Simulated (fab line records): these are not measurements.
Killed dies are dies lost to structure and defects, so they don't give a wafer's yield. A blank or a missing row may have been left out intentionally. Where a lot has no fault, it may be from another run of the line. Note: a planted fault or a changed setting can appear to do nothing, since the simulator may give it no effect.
fab line records + flow nandHarc
record:
- lots: 13
- wafers: 38
- lastDay: 24
route steps=1159 shown A_CONTACT@938
lots that met no fault: from a run of the same line without faults
startH: hours from the record's first day to the start of the lot's first wafer shown + waitH: time in hours since the lot's previous step + " same as the row above + L1.1+2: one row covering several wafers at once + - value missing, or start not given + * or withheld: withheld + < > ~ a bound
route shown NAME@n: names a module that has steps shown in the file, with the first one's number in the route + usual: the fault-free wafers' mean and standard deviation + same: alike in all rows + chamber/n: place in a boat + sites: the reading at each site + _std_site: the values' standard deviation + _edge_site: the outer-site mean with the inner-site mean subtracted + radiusMm: how far each site lies from the wafer's centre + mask NAME#n: copy n + behind: the last tool/chamber to shape the wafer + hold: why the lot went on hold/how many hours it stayed there/how the hold came to an end + device: transistor that didn't switch, given as n, p or np + end of line: tests of these same wafers at the route's end + where a step has no rows: the recipe by itself + killed: count of dies lost to structure and defects at first sort (not the wafer's yield) + map: dies across one wafer; x = killed, . = not, _ = none there
set.NAME: setting as actually run; set.NAME@STEP: the setting as run at that earlier step + model.NAME: the simulator's own value behind a step, which no gauge read
one table for each step of the route and one row for each wafer, over a sample of lots
services: from which hour (startH, from the record's first day; less than 0 if before it) a tool's chamber was out of use, for how many hours, and why
== steps ==
step: NHARC_A_CONTACT_DESCUM_13
recipe:
- timeS: 3
- o2FlowSccm: 200
- arFlowSccm: 0
- biasPowerW: 0
- chemistry: O2
usual:
- drypumpMotorCurrentA: 6.0/0.46
- oesProductAu: 1.000/0.0065
- rfVppV: 57.9/0.93
- showerheadPlenumPTorr: 1.92/0.076
- throttleValvePct: 11.311/0.0079
same:
- biasPowerW: 0
| lot.wafer | tool       | chamber | startH | waitH | drypumpMotorCurrentA | oesProductAu | rfHoursCounterH | rfVppV | showerheadPlenumPTorr | throttleValvePct |
|-----------|------------|---------|--------|-------|----------------------|--------------|-----------------|--------|-----------------------|------------------|
| L317.4    | rieDiel-08 | 1       | 379.19 | 0.1   | 6.5                  | 1.004        | 27              | 58.3   | 1.95                  | 11.309           |
| L317.1    | "          | 3       | "      | "     | 6.3                  | 1.015        | 26              | 58.6   | 1.96                  | 11.319           |
| L317.6    | "          | 0       | "      | "     | 6.0                  | 1.002        | -               | 58.9   | 1.97                  | 11.310           |
| L318.4    | rieDiel-09 | 1       | 398.56 | 0.1   | 6.0                  | 0.988        | 24              | 58.7   | 1.84                  | 11.305           |
| L318.5    | "          | 2       | "      | "     | 6.1                  | 0.992        | -               | 56.6   | 1.98                  | 11.327           |
| L318.6    | "          | 3       | "      | "     | 6.3                  | 0.999        | -               | 57.0   | 1.87                  | 11.310           |
| L319.3    | rieDiel-07 | 0       | 418.04 | 0.1   | 4.7                  | 1.008        | 1               | 57.9   | 2.06                  | 11.305           |
| L319.1    | "          | 2       | "      | "     | 5.1                  | 1.007        | 1               | 57.9   | 1.91                  | 11.303           |
| L319.6    | "          | 3       | "      | "     | 5.7                  | 1.011        | -               | 57.5   | 1.78                  | 11.317           |
| L326.4    | rieDiel-08 | 3       | 434.97 | 0.1   | 6.4                  | 1.003        | 48              | 57.7   | 1.95                  | 11.313           |
| L326.3    | "          | 0       | "      | "     | 6.0                  | 1.002        | 47              | 58.4   | 1.97                  | 11.316           |
| L326.5    | "          | 2       | "      | "     | 6.3                  | 1.001        | -               | 58.4   | 1.77                  | 11.306           |
| L331.1    | rieDiel-08 | 3       | 456.64 | 0.1   | 6.4                  | 1.001        | 58              | 58.1   | 1.95                  | 11.307           |
| L331.4    | "          | 0       | "      | "     | 6.0                  | 1.003        | 56              | 59.1   | 1.96                  | 11.312           |
| L331.5    | "          | 3       | "      | "     | 6.4                  | 1.007        | -               | 57.9   | 1.95                  | 11.315           |
| L329.4    | rieDiel-07 | 2       | 459.41 | 0.1   | 5.1                  | 0.995        | 18              | 58.9   | 1.91                  | 11.311           |
| L329.2    | "          | 1       | "      | "     | 4.8                  | 0.998        | 18              | 57.8   | 1.92                  | 11.314           |
| L330.2    | rieDiel-09 | 0       | 466.31 | 0.1   | 5.5                  | 0.996        | 3               | 56.3   | 1.97                  | 11.290           |
| L330.3    | "          | 3       | "      | "     | 6.3                  | 0.999        | 4               | 56.2   | 1.87                  | 11.312           |
| L330.6    | "          | 1       | "      | "     | 6.0                  | 0.997        | -               | 57.6   | 1.84                  | 11.318           |
| L332.2    | rieDiel-08 | 0       | 470.05 | 0.1   | 5.9                  | 1.009        | 61              | 59.6   | 1.96                  | 11.318           |
| L332.4    | "          | 1       | "      | "     | 6.5                  | 1.001        | 65              | 58.3   | 1.94                  | 11.311           |
| L332.5    | "          | 1       | "      | "     | 6.5                  | 1.001        | -               | 58.4   | 1.94                  | 11.308           |
| L334.1    | rieDiel-09 | 2       | 481.88 | 0.1   | 6.1                  | 0.993        | 7               | 57.8   | 1.98                  | 11.299           |
| L334.3    | "          | 0       | "      | "     | 5.5                  | 0.995        | 7               | 59.6   | 1.97                  | 11.311           |
| L334.6    | "          | 2       | "      | "     | 6.1                  | 0.997        | -               | 57.8   | 1.98                  | 11.312           |
| L335.1    | rieDiel-09 | 1       | 486.07 | 0.1   | 6.0                  | 0.998        | 8               | 58.7   | 1.84                  | 11.318           |
| L335.4    | "          | 2       | "      | "     | 6.1                  | 0.995        | 9               | 59.7   | 1.97                  | 11.303           |
| L335.6    | "          | 1       | "      | "     | 6.0                  | 0.993        | -               | 56.3   | 1.84                  | 11.309           |
| L336.2    | rieDiel-08 | 1       | 491.07 | 0.1   | 6.5                  | 0.996        | 1               | 58.2   | 1.94                  | 11.326           |
| L336.3    | "          | 3       | "      | "     | 6.3                  | 1.008        | 1               | 57.4   | 1.95                  | 11.309           |
| L336.6    | "          | 1       | "      | "     | 6.5                  | 1.003        | -               | 57.6   | 1.94                  | 11.315           |
| L340.1    | rieDiel-08 | 0       | 506.03 | 0.1   | 6.0                  | 0.997        | 7               | 57.6   | 1.96                  | 11.305           |
| L340.4    | "          | 1       | "      | "     | 6.5                  | 0.996        | 8               | 57.5   | 1.94                  | 11.311           |
| L340.6    | "          | 3       | "      | "     | 6.4                  | 1.011        | -               | 57.4   | 1.94                  | 11.320           |
| L338.2    | rieDiel-08 | 2       | 513.38 | 0.1   | 6.3                  | 1.007        | 12              | 58.3   | 2.07                  | 11.310           |
| L338.3    | "          | 3       | "      | "     | 6.3                  | 1.010        | 12              | 58.2   | 1.94                  | 11.300           |
| L338.5    | "          | 2       | "      | "     | 6.3                  | 1.000        | -               | 57.7   | 2.07                  | 11.308           |
step: NHARC_A_CONTACT_ETCH_137
recipe:
- sourceW: withheld
- pressureMtorr: 20
- biasV: 3000
- timeS: 132
- targetDepthA: 12870
- arFlowSccm: withheld
- c4f8FlowSccm: withheld
- o2FlowSccm: withheld
- chemistry: C4F8/O2/Ar
usual:
- runLengthS: 132/0
| lot.wafer | tool          | chamber | startH | waitH | rfHoursCounterH | runLengthS |
|-----------|---------------|---------|--------|-------|-----------------|------------|
| L317.1    | harCapEtch-01 | 1       | 380.61 | 0.1   | 58              | 132        |
| L317.4    | "             | 0       | "      | "     | -               | 132        |
| L317.6    | "             | 1       | "      | "     | -               | 132        |
| L318.4    | harCapEtch-01 | 0       | 400.02 | 0.1   | -               | 132        |
| L318.6    | "             | 0       | "      | "     | -               | 132        |
| L318.5    | "             | 1       | "      | "     | -               | 132        |
| L319.1    | harCapEtch-01 | 0       | 419.56 | 0.1   | 65              | 132        |
| L319.3    | "             | 1       | "      | "     | -               | 132        |
| L319.6    | "             | 0       | "      | "     | -               | 132        |
| L326.3    | harCapEtch-02 | 0       | 437.09 | 0.1   | -               | 132        |
| L326.4    | "             | 1       | "      | "     | -               | 132        |
| L326.5    | "             | 0       | "      | "     | -               | 132        |
| L331.1    | harCapEtch-01 | 1       | 458.18 | 0.1   | 73              | 132        |
| L331.4    | "             | 0       | "      | "     | -               | 132        |
| L331.5    | "             | 1       | "      | "     | -               | 132        |
| L329.2    | harCapEtch-01 | 0       | 460.90 | 0.1   | 74              | 132        |
| L329.4    | "             | 1       | "      | "     | -               | 132        |
| L330.2    | harCapEtch-03 | 1       | 467.93 | 0.1   | 100             | 132        |
| L330.3    | "             | 0       | "      | "     | -               | 132        |
| L330.6    | "             | 1       | "      | "     | -               | 132        |
| L332.2    | harCapEtch-02 | 0       | 471.48 | 0.1   | 28              | 132        |
| L332.4    | "             | 1       | "      | "     | -               | 132        |
| L332.5    | "             | 0       | "      | "     | -               | 132        |
| L334.1    | harCapEtch-01 | 0       | 483.55 | 0.1   | 79              | 132        |
| L334.3    | "             | 1       | "      | "     | -               | 132        |
| L334.6    | "             | 0       | "      | "     | -               | 132        |
| L335.1    | harCapEtch-03 | 1       | 487.55 | 0.1   | 103             | 132        |
| L335.4    | "             | 0       | "      | "     | -               | 132        |
| L335.6    | "             | 1       | "      | "     | -               | 132        |
| L336.2    | harCapEtch-01 | 1       | 492.54 | 0.1   | 79              | 132        |
| L336.3    | "             | 0       | "      | "     | -               | 132        |
| L336.6    | "             | 1       | "      | "     | -               | 132        |
| L340.1    | harCapEtch-02 | 1       | 507.75 | 0.1   | 34              | 132        |
| L340.4    | "             | 1       | "      | "     | -               | 132        |
| L340.6    | "             | 1       | "      | "     | -               | 132        |
| L338.2    | harCapEtch-02 | 0       | 514.95 | 0.1   | 35              | 132        |
| L338.3    | "             | 1       | "      | "     | -               | 132        |
| L338.5    | "             | 1       | "      | "     | -               | 132        |
step: NHARC_A_CONTACT_ETCH_92
recipe:
- targetDepthA: 400
- overEtchFrac: 0.5
- timeS: 85.7
- ionEnergyEv: 120
- ch3fFlowSccm: 50
- o2FlowSccm: 30
- arFlowSccm: 200
- rfW: 500
- biasW: 100
- chemistry: CH3F/O2
usual:
- drypumpMotorCurrentA: 5.8/0.55
- oesProductAu: 0.934/0.026
- rfVppV: 244.3/1.6
- runLengthS: 106.9/0.47
- showerheadPlenumPTorr: 2.46/0.097
- throttleValvePct: 20.662/0.0087
| lot.wafer | tool       | chamber | startH | waitH | drypumpMotorCurrentA | oesProductAu | rfHoursCounterH | rfVppV | runLengthS | showerheadPlenumPTorr | throttleValvePct |
|-----------|------------|---------|--------|-------|----------------------|--------------|-----------------|--------|------------|-----------------------|------------------|
| L317.1    | rieDiel-09 | 0       | 381.26 | 0.4   | 5.4                  | 0.928        | 21              | 244.0  | 106.1      | 2.54                  | 20.645           |
| L317.4    | "          | 2       | "      | "     | 6.1                  | 0.917        | 21              | 245.1  | 107.1      | 2.54                  | 20.665           |
| L317.6    | "          | 0       | "      | "     | 5.4                  | 0.920        | -               | 246.8  | 106.0      | 2.54                  | 20.661           |
| L318.4    | rieDiel-08 | 2       | 400.65 | 0.3   | 6.3                  | 0.937        | 37              | 242.6  | 107.1      | 2.29                  | 20.658           |
| L318.5    | "          | 0       | "      | "     | 6.0                  | 0.927        | -               | 246.0  | 106.7      | 2.53                  | 20.650           |
| L318.6    | "          | 1       | "      | "     | 6.4                  | 0.918        | -               | 243.4  | 106.5      | 2.50                  | 20.669           |
| L319.3    | rieDiel-08 | 0       | 420.21 | 0.3   | 6.0                  | 1.001        | 42              | 244.7  | 106.7      | 2.53                  | 20.678           |
| L319.1    | "          | 3       | "      | "     | 6.3                  | 0.992        | 42              | 245.4  | 106.6      | 2.51                  | 20.657           |
| L319.6    | "          | 1       | "      | "     | 6.4                  | 1.006        | -               | 243.2  | 106.5      | 2.50                  | 20.656           |
| L326.3    | rieDiel-08 | 3       | 437.70 | 0.3   | 6.3                  | 0.931        | 50              | 244.0  | 106.6      | 2.51                  | 20.672           |
| L326.4    | "          | 1       | "      | "     | 6.5                  | 0.927        | 51              | 246.0  | 76.7       | 2.50                  | 20.652           |
| L326.5    | "          | 0       | "      | "     | 5.9                  | 0.929        | -               | 246.3  | 107.2      | 2.52                  | 20.682           |
| L331.1    | rieDiel-07 | 2       | 458.84 | 0.4   | 5.1                  | 1.001        | 18              | 243.4  | 107.2      | 2.45                  | 20.671           |
| L331.4    | "          | 3       | "      | "     | 5.8                  | 1.007        | 19              | 241.1  | 106.9      | 2.29                  | 20.672           |
| L331.5    | "          | 1       | "      | "     | 4.8                  | 0.999        | -               | 243.8  | 106.7      | 2.47                  | 20.653           |
| L329.4    | rieDiel-08 | 1       | 461.53 | 0.3   | 6.5                  | 0.934        | 61              | 244.1  | 77.4       | 2.49                  | 20.662           |
| L329.2    | "          | 3       | "      | "     | 6.3                  | 0.917        | 60              | 244.6  | 76.8       | 2.50                  | 20.656           |
| L330.3    | rieDiel-09 | 1       | 468.73 | 0.3   | 6.0                  | 0.926        | 5               | 241.9  | 106.9      | 2.37                  | 20.660           |
| L330.2    | "          | 3       | "      | "     | 6.3                  | 0.927        | 5               | 241.8  | 106.4      | 2.40                  | 20.674           |
| L330.6    | "          | 0       | "      | "     | 5.4                  | 0.932        | -               | 245.8  | 105.9      | 2.53                  | 20.656           |
| L332.2    | rieDiel-07 | 3       | 472.13 | 0.4   | 5.8                  | 0.920        | 23              | 241.4  | 106.9      | 2.29                  | 20.682           |
| L332.4    | "          | 0       | "      | "     | 4.7                  | 0.924        | 24              | 246.6  | 107.7      | 2.63                  | 20.657           |
| L332.5    | "          | 0       | "      | "     | 4.7                  | 0.929        | -               | 246.6  | 108.1      | 2.63                  | 20.662           |
| L334.1    | rieDiel-09 | 3       | 484.22 | 0.4   | 6.3                  | 0.934        | 8               | 243.2  | 106.9      | 2.40                  | 20.668           |
| L334.3    | "          | 1       | "      | "     | 6.0                  | 0.922        | 8               | 243.5  | 107.4      | 2.37                  | 20.656           |
| L334.6    | "          | 0       | "      | "     | 5.4                  | 0.920        | -               | 246.1  | 106.0      | 2.53                  | 20.671           |
| L335.4    | rieDiel-09 | 0       | 488.22 | 0.3   | 5.5                  | 0.925        | 8               | 244.7  | 106.2      | 2.53                  | 20.646           |
| L335.1    | "          | 1       | "      | "     | 6.0                  | 0.930        | 9               | 245.5  | 107.0      | 2.37                  | 20.653           |
| L335.6    | "          | 3       | "      | "     | 6.3                  | 0.923        | -               | 242.9  | 106.7      | 2.40                  | 20.665           |
| L336.3    | rieDiel-09 | 0       | 493.18 | 0.2   | 5.4                  | 0.922        | 9               | 244.6  | 106.3      | 2.53                  | 20.660           |
| L336.2    | "          | 2       | "      | "     | 6.1                  | 0.915        | 10              | 244.2  | 107.6      | 2.53                  | 20.666           |
| L336.6    | "          | 0       | "      | "     | 5.4                  | 0.920        | -               | 245.5  | 106.5      | 2.53                  | 20.664           |
| L340.4    | rieDiel-09 | 3       | 508.43 | 0.3   | 6.3                  | 0.923        | 12              | 244.1  | 106.8      | 2.40                  | 20.675           |
| L340.1    | "          | 0       | "      | "     | 5.4                  | 0.928        | 12              | 245.2  | 106.5      | 2.53                  | 20.656           |
| L340.6    | "          | 1       | "      | "     | 6.0                  | 0.913        | -               | 243.0  | 106.9      | 2.37                  | 20.652           |
| L338.3    | rieDiel-09 | 3       | 515.60 | 0.2   | 6.3                  | 0.923        | 15              | 243.4  | 107.1      | 2.40                  | 20.659           |
| L338.2    | "          | 0       | "      | "     | 5.4                  | 0.922        | 15              | 246.0  | 106.0      | 2.52                  | 20.681           |
| L338.5    | "          | 0       | "      | "     | 5.5                  | 0.919        | -               | 245.0  | 105.9      | 2.53                  | 20.650           |
step: NHARC_A_CONTACT_CD_MEAS_15
usual:
- cdNm: 89.9/0.5
| lot.wafer | tool     | chamber | startH | waitH | cdNm |
|-----------|----------|---------|--------|-------|------|
| L317.1    | cdSem-03 | -       | 381.48 | -     | 89.9 |
| L317.4    | "        | -       | "      | "     | 90.3 |
| L317.6    | "        | -       | "      | "     | 90.6 |
| L318.4    | cdSem-03 | -       | 400.85 | -     | 89.5 |
| L318.5    | "        | -       | "      | "     | 90.4 |
| L318.6    | "        | -       | "      | "     | 89.8 |
| L319.1    | cdSem-03 | -       | 420.50 | -     | 90.4 |
| L319.3    | "        | -       | "      | "     | 90.6 |
| L319.6    | "        | -       | "      | "     | 90.0 |
| L326.3    | cdSem-02 | -       | 438.24 | -     | 89.7 |
| L326.4    | "        | -       | "      | "     | 89.8 |
| L326.5    | "        | -       | "      | "     | 90.3 |
| L331.1    | cdSem-02 | -       | 459.17 | -     | 89.7 |
| L331.4    | "        | -       | "      | "     | 89.7 |
| L331.5    | "        | -       | "      | "     | 89.6 |
| L329.2    | cdSem-03 | -       | 461.75 | -     | 89.6 |
| L329.4    | "        | -       | "      | "     | 89.3 |
| L330.2    | cdSem-01 | -       | 468.94 | -     | 90.5 |
| L330.3    | "        | -       | "      | "     | 90.2 |
| L330.6    | "        | -       | "      | "     | 90.5 |
| L332.2    | cdSem-02 | -       | 472.36 | -     | 90.2 |
| L332.4    | "        | -       | "      | "     | 90.2 |
| L332.5    | "        | -       | "      | "     | 90.0 |
| L334.1    | cdSem-02 | -       | 484.44 | -     | 89.6 |
| L334.3    | "        | -       | "      | "     | 89.4 |
| L334.6    | "        | -       | "      | "     | 89.3 |
| L335.1    | cdSem-01 | -       | 488.41 | -     | 89.5 |
| L335.4    | "        | -       | "      | "     | 90.2 |
| L335.6    | "        | -       | "      | "     | 89.4 |
| L336.2    | cdSem-01 | -       | 493.40 | -     | 90.2 |
| L336.3    | "        | -       | "      | "     | 90.1 |
| L336.6    | "        | -       | "      | "     | 90.0 |
| L340.1    | cdSem-03 | -       | 508.62 | -     | 90.1 |
| L340.4    | "        | -       | "      | "     | 90.7 |
| L340.6    | "        | -       | "      | "     | 90.6 |
| L338.2    | cdSem-02 | -       | 515.87 | -     | 89.9 |
| L338.3    | "        | -       | "      | "     | 89.7 |
| L338.5    | "        | -       | "      | "     | 90.0 |
== services ==
| tool          | chamber | startH | hours | kind      |
|---------------|---------|--------|-------|-----------|
| rieDiel-09    | 0       | 361.20 | -     | clean     |
| rieDiel-09    | 1       | 361.20 | -     | clean     |
| rieDiel-09    | 2       | 361.20 | -     | clean     |
| rieDiel-09    | 3       | 361.20 | -     | clean     |
| rieDiel-07    | 1       | 371.43 | 2.3   | repair    |
| rieDiel-09    | 0       | 385.90 | -     | clean     |
| rieDiel-09    | 1       | 385.90 | -     | clean     |
| rieDiel-09    | 2       | 385.90 | -     | clean     |
| rieDiel-09    | 3       | 385.90 | -     | clean     |
| harCapEtch-03 | -       | 394.39 | 0.1   | repair    |
| rieDiel-07    | -       | 406.41 | 9.0   | pm        |
| rieDiel-09    | 0       | 410.47 | -     | clean     |
| rieDiel-09    | 1       | 410.47 | -     | clean     |
| rieDiel-09    | 2       | 410.47 | -     | clean     |
| rieDiel-09    | 3       | 410.47 | -     | clean     |
| rieDiel-09    | 1       | 412.88 | 7.5   | repair    |
| rieDiel-09    | -       | 431.13 | 9.0   | pm        |
| rieDiel-09    | 0       | 431.13 | 9.0   | ventCycle |
| rieDiel-09    | 1       | 431.13 | 9.0   | ventCycle |
| rieDiel-09    | 2       | 431.13 | 9.0   | ventCycle |
| rieDiel-09    | 3       | 431.13 | 9.0   | ventCycle |
| rieDiel-08    | -       | 478.81 | 9.0   | pm        |
| rieDiel-09    | 2       | 479.59 | 2.0   | repair    |
| rieDiel-09    | 2       | 508.61 | 36.4  | repair    |
== key ==
firstSign:
- step: NHARC_A_CONTACT_ETCH_92
- reading: runLengthS
- direction: down
- sigmas: 64
- usual: *
- struck: *
effect none on later readings
metAt NHARC_A_CONTACT_ETCH_92
struckLots L326,L329
struckWafers L326.4,L329.2,L329.4
testerLeftOut L326,L329
notActingAt NHARC_A_CONTACT_DESCUM_13,NHARC_A_CONTACT_ETCH_137,NHARC_A_CONTACT_CD_MEAS_15
onsetBetween 420.21 437.70
fault:
- kind: processParameterDrift
- tool: rieDiel-08
- chamber: -
- onsetH: 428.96
- steps: NHARC_A_CONTACT_ETCH_92
- channel: timeS
- offset: *
- shape: step
- endH: 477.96
- scope: struckWafersOnly
- actsIn: *
- stated: *
testerLeftOut: of these lots the tester's yield and bins aren't shown, on N5 and GAA mostly nor the transistor test; their killed dies are dies lost to structure and defects alone, not to doping, threshold or leakage, so they don't give the yield
